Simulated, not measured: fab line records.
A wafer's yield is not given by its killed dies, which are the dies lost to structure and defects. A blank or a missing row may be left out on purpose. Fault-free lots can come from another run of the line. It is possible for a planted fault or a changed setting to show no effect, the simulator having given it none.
8D (eight disciplines) problem report, filled in by code | flow n5_finfet | the parts of the form that need people (team, actions taken, sign-off) are left out

== 1. WHAT WENT WRONG ==
Wafers with no fault read 34 with a standard deviation of 12, whereas killed_at_M0_to_M3 at N5_PASSIVATION_PROBE_49 reads a mean of 133 on 1 wafer of 1 lot. That is +8.2 standard deviations from the usual mean.
Earliest sighting: wafer L312.2 on prober-01 at day 13 21:07. The record has a number at this step for 7 wafers belonging to 3 lots. The rule behind "out" and "out of limits": a value lying over 4 standard deviations away from the usual mean. All remaining wafers that have a number are taken as sound.

== 2. WHAT IT IS AND WHAT IT IS NOT ==
question                    | is                                                                                                                     | is not
which readings at this step | killed_at_M0_to_M3, defect_limited_yield, killed_dies, killed_on_rim, sort_bin_5_function, sort_n_pass, sort_yield_pct | killed_at_M4_up, killed_at_contacts, killed_at_front_end, killed_at_other, killed_open, killed_short, sort_bin_6_memory
which lots                  | L312                                                                                                                   | L310, L311
which wafers of those lots  | L312.2                                                                                                                 | L312.3, L312.6
read on which tools         | prober-01                                                                                                              | prober-02
when                        | from day 13 21:07                                                                                                      | up to then (1 sound wafer); but 5 sound wafers of L311, L312 came after

== 3. SUSPECTS, AND WHAT RULES EACH OUT ==
Counting: any tool at a process step up to the reading remains a suspect provided it ran every lot that is out. Sound lots after the first of them don't rule it out here, since some wafers of a struck lot are sound.
- pvd_sputter-02 at N5_BEOL_M2_SPUTTER_48 (material Cu, target thk 4.5 nm, time 8.29 s): kept. It processed L312, the lot that is out, at day 8 11:25, and its most recent sound lot before then was L310 at day 7 22:13.
- rie_diel-06 at N5_MIM_BOT_LITHO_DESCUM_10 (chemistry O2, time 7.9 s): kept. It processed L312, the lot that is out, at day 13 11:47, and its most recent sound lot before then was L311 at day 13 10:42.
- rie_diel-01 at N5_PASSIVATION_PASS_ETCH_74 (etches SiNx in CF4/O2, target depth 220 nm, time 110 s): kept. It ran the lot that is out, L312 (day 13 14:03).
- prober-01 at N5_PASSIVATION_PROBE_49: kept. It processed L312, the lot that is out, at day 13 21:07, and its most recent sound lot before then was L310 at day 13 11:32. Its own readings are out on those wafers: defect_limited_yield, killed_at_M0_to_M3, killed_dies, killed_on_rim, sort_bin_5_function, sort_n_pass, sort_yield_pct.
- Within rie_diel-06 at N5_MIM_BOT_LITHO_DESCUM_10: the wafers that are out ran in chamber 3; their sound lot-mates ran in chambers 0, 1.
- At N5_PASSIVATION_PASS_ETCH_74 on rie_diel-01, chamber 2 took the sound wafers of the same lots and chamber 3 took the wafers that are out.
Left after counting: pvd_sputter-02 at N5_BEOL_M2_SPUTTER_48, rie_diel-06 at N5_MIM_BOT_LITHO_DESCUM_10, rie_diel-01 at N5_PASSIVATION_PASS_ETCH_74, prober-01 at N5_PASSIVATION_PROBE_49.

== 4. THE CAUSE (what the simulator had put in) ==
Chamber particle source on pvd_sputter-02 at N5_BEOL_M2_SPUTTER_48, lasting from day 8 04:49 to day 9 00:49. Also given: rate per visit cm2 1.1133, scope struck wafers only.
Counting leaves 4 suspects; this tool is one of them.

== 5. SEQUENCE OF EFFECTS, ordered by route ==
Each row: a reading whose mean over the struck wafers that have a number lies more than 3 standard deviations from the usual. Readings are gone through only where the record gives a usual standard deviation; hours: the median, over the lots, of the time from a lot's start at the first step in this table giving one to that lot's start at this step; sigmas: the change measured in usual standard deviations.
hours | step                    | reading              | usual  | on struck wafers | change | sigmas
0     | N5_PASSIVATION_PROBE_49 | defect_limited_yield | 91.4 % | 83.6             | -7.8   | -5.2
0     | N5_PASSIVATION_PROBE_49 | killed_at_M0_to_M3   | 34     | 133              | +99    | +8.2
0     | N5_PASSIVATION_PROBE_49 | killed_dies          | 101    | 194              | +93    | +5.2
0     | N5_PASSIVATION_PROBE_49 | killed_on_rim        | 13     | 34               | +21    | +5.2
0     | N5_PASSIVATION_PROBE_49 | sort_bin_5_function  | 5.1 %  | 9.8              | +4.7   | +4.8
0     | N5_PASSIVATION_PROBE_49 | sort_n_pass          | 1079   | 986              | -93    | -5.5
0     | N5_PASSIVATION_PROBE_49 | sort_yield_pct       | 91.4 % | 83.6             | -7.8   | -5.2
The process steps in it:
- N5_PASSIVATION_PROBE_49

== 6. WHAT WOULD HAVE CAUGHT IT SOONER ==
136 hours passed between the start of the fault at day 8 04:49 and the first reading out of limits in this record, taken at day 13 21:07.
Of the tool readings at N5_BEOL_M2_SPUTTER_48 for which the record gives a usual standard deviation, none was out on any struck wafer, so an alarm limit of 4 standard deviations on them would not have fired.
Each of the lots that are out, 1 in all, had begun N5_BEOL_M2_SPUTTER_48 on pvd_sputter-02 no later than day 13 21:07. Had the tool been put on hold then, not one of them would have been saved.
